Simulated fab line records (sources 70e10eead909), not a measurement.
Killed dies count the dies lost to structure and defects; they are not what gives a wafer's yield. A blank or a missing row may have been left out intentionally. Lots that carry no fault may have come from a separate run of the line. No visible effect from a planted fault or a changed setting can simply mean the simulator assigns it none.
Shared-tool check / flow nand_harc / Lots sampled 13, wafers sampled 42

## REASON FOR OPENING
On 1 of the 13 lots, a flag is raised at NHARC_P_ZERO_WELL_CD_MEAS_24 on the reading cd_nm. Wafers without a fault read 719.8 nm, standard deviation 1.4.
Rule: a lot gets a flag if all its wafers with a number sit over 4 standard deviations from that mean, or if no wafer of it has a number. All remaining lots are regarded as sound.

lot=L200; measured=day 1 22:35; on=cd_sem-02; cd_nm (nm), wafer by wafer=720.5 721.0 719.7; flag=
lot=L201; measured=day 2 09:10; on=cd_sem-02; cd_nm (nm), wafer by wafer=718.9 717.3 719.8; flag=
lot=L202; measured=day 2 18:34; on=cd_sem-03; cd_nm (nm), wafer by wafer=720.4 721.9 720.8; flag=
lot=L205; measured=day 4 00:28; on=cd_sem-02; cd_nm (nm), wafer by wafer=705.3 706.4 705.5 705.4 706.1 705.9; flag=FLAGGED
lot=L208; measured=day 5 06:37; on=cd_sem-03; cd_nm (nm), wafer by wafer=720.7 719.0 716.6; flag=
lot=L211; measured=day 6 12:28; on=cd_sem-02; cd_nm (nm), wafer by wafer=721.3 722.3 721.2; flag=
lot=L216; measured=day 8 14:27; on=cd_sem-02; cd_nm (nm), wafer by wafer=720.9 720.2 721.7; flag=
lot=L217; measured=day 9 00:38; on=cd_sem-01; cd_nm (nm), wafer by wafer=720.4 720.5 719.5; flag=
lot=L218; measured=day 9 10:35; on=cd_sem-01; cd_nm (nm), wafer by wafer=722.7 721.6 721.5; flag=
lot=L219; measured=day 9 20:28; on=cd_sem-02; cd_nm (nm), wafer by wafer=722.0 721.2 719.5; flag=
lot=L220; measured=day 10 06:29; on=cd_sem-02; cd_nm (nm), wafer by wafer=718.9 717.1 718.4; flag=
lot=L221; measured=day 10 16:28; on=cd_sem-01; cd_nm (nm), wafer by wafer=718.2 720.5 720.0; flag=
lot=L223; measured=day 11 12:20; on=cd_sem-01; cd_nm (nm), wafer by wafer=719.5 718.1 719.7; flag=
The mean of the flagged lots' numbers is 705.8 nm, -14.0 nm from the usual (-10 standard deviations).

## WHICH TOOL RAN EACH LOT
The record keeps 1 process step preceding the reading, out of 1302 steps on the route. Read each cell as the tool, then ch plus the chambers that the sampled wafers visited, then the start.
lot=L200; flag=; NHARC_P_ZERO_WELL_EXPOSE_21=krf_scanner-02 ch 0, day 1 22:27
lot=L201; flag=; NHARC_P_ZERO_WELL_EXPOSE_21=krf_scanner-04 ch 0, day 2 09:01
lot=L202; flag=; NHARC_P_ZERO_WELL_EXPOSE_21=krf_scanner-03 ch 0, day 2 18:25
lot=L205; flag=FLAGGED; NHARC_P_ZERO_WELL_EXPOSE_21=krf_scanner-03 ch 0, day 4 00:19
lot=L208; flag=; NHARC_P_ZERO_WELL_EXPOSE_21=krf_scanner-03 ch 0, day 5 06:28
lot=L211; flag=; NHARC_P_ZERO_WELL_EXPOSE_21=krf_scanner-03 ch 0, day 6 12:18
lot=L216; flag=; NHARC_P_ZERO_WELL_EXPOSE_21=krf_scanner-03 ch 0, day 8 14:18
lot=L217; flag=; NHARC_P_ZERO_WELL_EXPOSE_21=krf_scanner-02 ch 0, day 9 00:29
lot=L218; flag=; NHARC_P_ZERO_WELL_EXPOSE_21=krf_scanner-03 ch 0, day 9 10:26
lot=L219; flag=; NHARC_P_ZERO_WELL_EXPOSE_21=krf_scanner-03 ch 0, day 9 20:19
lot=L220; flag=; NHARC_P_ZERO_WELL_EXPOSE_21=krf_scanner-03 ch 0, day 10 06:20
lot=L221; flag=; NHARC_P_ZERO_WELL_EXPOSE_21=krf_scanner-02 ch 0, day 10 16:19
lot=L223; flag=; NHARC_P_ZERO_WELL_EXPOSE_21=krf_scanner-02 ch 0, day 11 12:11
What these steps do:
- NHARC_P_ZERO_WELL_EXPOSE_21: exposes mask P NWELL, target cd 720 nm.
- NHARC_P_ZERO_WELL_CD_MEAS_24: target cd 720 nm.

## FLAGGED AGAINST TOTAL, ONE TOOL AT A TIME (gauges that did the reading follow at the end)
step=NHARC_P_ZERO_WELL_EXPOSE_21; tool=krf_scanner-02; lots run=4; flagged=0; share of the flagged lots=none; sound lots run after its first flagged lot=-
step=NHARC_P_ZERO_WELL_EXPOSE_21; tool=krf_scanner-03; lots run=8; flagged=1; share of the flagged lots=all; sound lots run after its first flagged lot=6 (L208,L211,L216,L218,L219,L220)
step=NHARC_P_ZERO_WELL_EXPOSE_21; tool=krf_scanner-04; lots run=1; flagged=0; share of the flagged lots=none; sound lots run after its first flagged lot=-
step=NHARC_P_ZERO_WELL_CD_MEAS_24; tool=cd_sem-01; lots run=4; flagged=0; share of the flagged lots=none; sound lots run after its first flagged lot=-
step=NHARC_P_ZERO_WELL_CD_MEAS_24; tool=cd_sem-02; lots run=7; flagged=1; share of the flagged lots=all; sound lots run after its first flagged lot=4 (L211,L216,L219,L220)
step=NHARC_P_ZERO_WELL_CD_MEAS_24; tool=cd_sem-03; lots run=2; flagged=0; share of the flagged lots=none; sound lots run after its first flagged lot=-

## WHAT THE TABLE ALLOWS
In 2 table rows, all flagged lots were run: krf_scanner-03 (NHARC_P_ZERO_WELL_EXPOSE_21), cd_sem-02 (NHARC_P_ZERO_WELL_CD_MEAS_24).
- krf_scanner-03 at NHARC_P_ZERO_WELL_EXPOSE_21 ran 8 lots, 1 of them flagged. Sound lots ran on it after the first flagged one (L208, L211, L216, L218, L219, L220), which a lasting fault on the whole tool wouldn't allow.
- cd_sem-02 at NHARC_P_ZERO_WELL_CD_MEAS_24 ran 7 lots, 1 of them flagged. Sound lots ran on it after the first flagged one (L211, L216, L219, L220), which a lasting fault on the whole tool wouldn't allow.
Not one row of the table ran every flagged lot while running no sound lot after the first.

## WHAT THE SIMULATOR HAD PUT IN
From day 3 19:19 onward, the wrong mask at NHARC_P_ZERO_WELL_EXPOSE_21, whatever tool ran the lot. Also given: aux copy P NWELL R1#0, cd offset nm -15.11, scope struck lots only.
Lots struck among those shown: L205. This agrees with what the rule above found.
